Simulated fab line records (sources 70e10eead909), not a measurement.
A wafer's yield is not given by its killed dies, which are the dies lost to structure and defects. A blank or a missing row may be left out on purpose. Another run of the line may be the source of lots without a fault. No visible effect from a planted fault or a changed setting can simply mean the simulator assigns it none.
Which of the tools did it? | flow nand-harc | 12 lots, 36 wafers sampled, at 5 steps of a route of 1302

== WHAT THE GAUGES SHOWED, per wafer ==
NHARC_A_SGD_CUT_OVL_MEAS_10.
lot  | measured     | on         | overlay-x-nm (nm)
L075 | day 20 03:34 | overlay-02 | 2.1 1.9 1.9
L078 | day 20 18:26 | overlay-01 | 0.4 0.5 0.2
L079 | day 21 09:50 | overlay-02 | -0.5 -0.3 -0.7
L082 | day 22 14:23 | overlay-02 | -1.0 -0.7 -0.6
L084 | day 23 00:57 | overlay-02 | -0.3 -0.3 0.3
L085 | day 24 03:00 | overlay-02 | -0.4 -0.3 -0.1
L086 | day 24 02:34 | overlay-02 | 0.3 0.4 0.3
L089 | day 24 14:40 | overlay-02 | 0.1 0.1 0.4
L092 | day 26 11:47 | overlay-02 | 0.4 0.7 0.4
L093 | day 27 09:21 | overlay-01 | 1.2 1.4 1.6
L095 | day 27 19:58 | overlay-01 | 0.5 0.9 0.6
L097 | day 28 06:52 | overlay-01 | -0.8 -1.2 -1.0

== WHICH TOOL RAN EACH LOT (tool, then ch and the chambers of the sampled wafers, then the start) ==
lot  | NHARC_A_STAIRCASE_ETCH_313         | NHARC_A_STAIRCASE_ETCH_315                    | NHARC_A_STAIRCASE_DEP_322       | NHARC_A_STAIRCASE_ETCH_444
L075 | rie-diel-03 ch 0,2,3, day 18 01:54 | rie-diel-03 ch 0,2,3, day 19 00:53 or earlier | pecvd-03 ch 1,2, day 19 00:53   | rie-diel-10 ch 1,3, day 19 19:43
L078 | rie-diel-03 ch 0,3, day 18 17:20   | rie-diel-03 ch 0,1, day 19 14:52 or earlier   | pecvd-01 ch 1,2, day 19 14:52   | rie-diel-10 ch 1,2, day 20 09:26
L079 | rie-diel-07 ch 0,3, day 19 08:40   | rie-diel-07 ch 0,1,3, day 20 08:53 or earlier | pecvd-03 ch 1,2, day 20 08:53   | rie-diel-03 ch 1,2,3, day 21 01:46
L082 | rie-diel-07 ch 0,1,2, day 20 06:05 | rie-diel-07 ch 1,2,3, day 21 08:29 or earlier | pecvd-02 ch 1,2, day 21 08:29   | rie-diel-03 ch 0,1,2, day 22 06:35
L084 | rie-diel-10 ch 2,3, day 20 19:17   | rie-diel-10 ch 0,1,3, day 21 19:50 or earlier | pecvd-03 ch 0,1,2, day 21 19:50 | rie-diel-10 ch 1,2, day 22 17:04
L085 | rie-diel-07 ch 0,1,3, day 21 23:52 | rie-diel-07 ch 0,1, day 23 02:02 or earlier   | pecvd-03 ch 0,1,2, day 23 02:02 | rie-diel-03 ch 0,3, day 23 18:52
L086 | rie-diel-10 ch 0,1,3, day 22 05:18 | rie-diel-10 ch 1,3, day 23 01:57 or earlier   | pecvd-02 ch 0,1, day 23 01:57   | rie-diel-10 ch 0,2,3, day 23 19:07
L089 | rie-diel-03 ch 0,2,3, day 22 16:09 | rie-diel-03 ch 0,2,3, day 23 14:38 or earlier | pecvd-01 ch 0,2, day 23 14:38   | rie-diel-03 ch 0,2,3, day 24 06:47
L092 | rie-diel-07 ch 0,1,2, day 24 02:53 | rie-diel-07 ch 0,1,3, day 25 03:43 or earlier | pecvd-01 ch 0,1, day 25 03:43   | rie-diel-03 ch 1,3, day 26 03:51
L093 | rie-diel-03 ch 0,2,3, day 25 08:38 | rie-diel-03 ch 2,3, day 26 07:17 or earlier   | pecvd-01 ch 0,1, day 26 07:17   | rie-diel-07 ch 0,1,3, day 27 02:31
L095 | rie-diel-07 ch 1,2,3, day 25 19:10 | rie-diel-07 ch 0,3, day 26 17:25 or earlier   | pecvd-01 ch 0,1, day 26 17:25   | rie-diel-03 ch 0,1,2, day 27 13:00
L097 | rie-diel-07 ch 0,1,3, day 26 04:40 | rie-diel-07 ch 0,1, day 27 04:34 or earlier   | pecvd-01 ch 0,1,2, day 27 04:34 | rie-diel-07 ch 0,1, day 27 22:51
- NHARC_A_STAIRCASE_ETCH_313: etches the open film in CF4/CHF3.
- NHARC_A_STAIRCASE_ETCH_315: etches the open film in C4F8/O2/Ar, target depth 2500 nm, time 607.1 s.
- NHARC_A_STAIRCASE_DEP_322: deposits SiO2, target thk 7200 nm.
- NHARC_A_STAIRCASE_ETCH_444: etches the open film in C4F8/O2, target depth 20400 nm, time 6800 s.

== THE ANSWER, worked out from the rows above alone ==
Rule: what is usual is taken from the lots themselves. Put in order of their means at a reading, lots are off if they are a third of the lots or fewer, leave a main group of 4 or more, and stand apart from it by a gap of 3 or more times the standard deviation of the main group's means; of several such gaps the widest counts. A main group is skipped when, at the precision printed for the reading in the tables above, its means are all equal. Also off: a lot with no number at a reading for which 4 or more lots have one. Any other lot the step has rows for is counted as sound.
No lot is off on any of the readings shown, so nothing can be concluded from this.

== WHAT THE SIMULATOR HAD PUT IN ==
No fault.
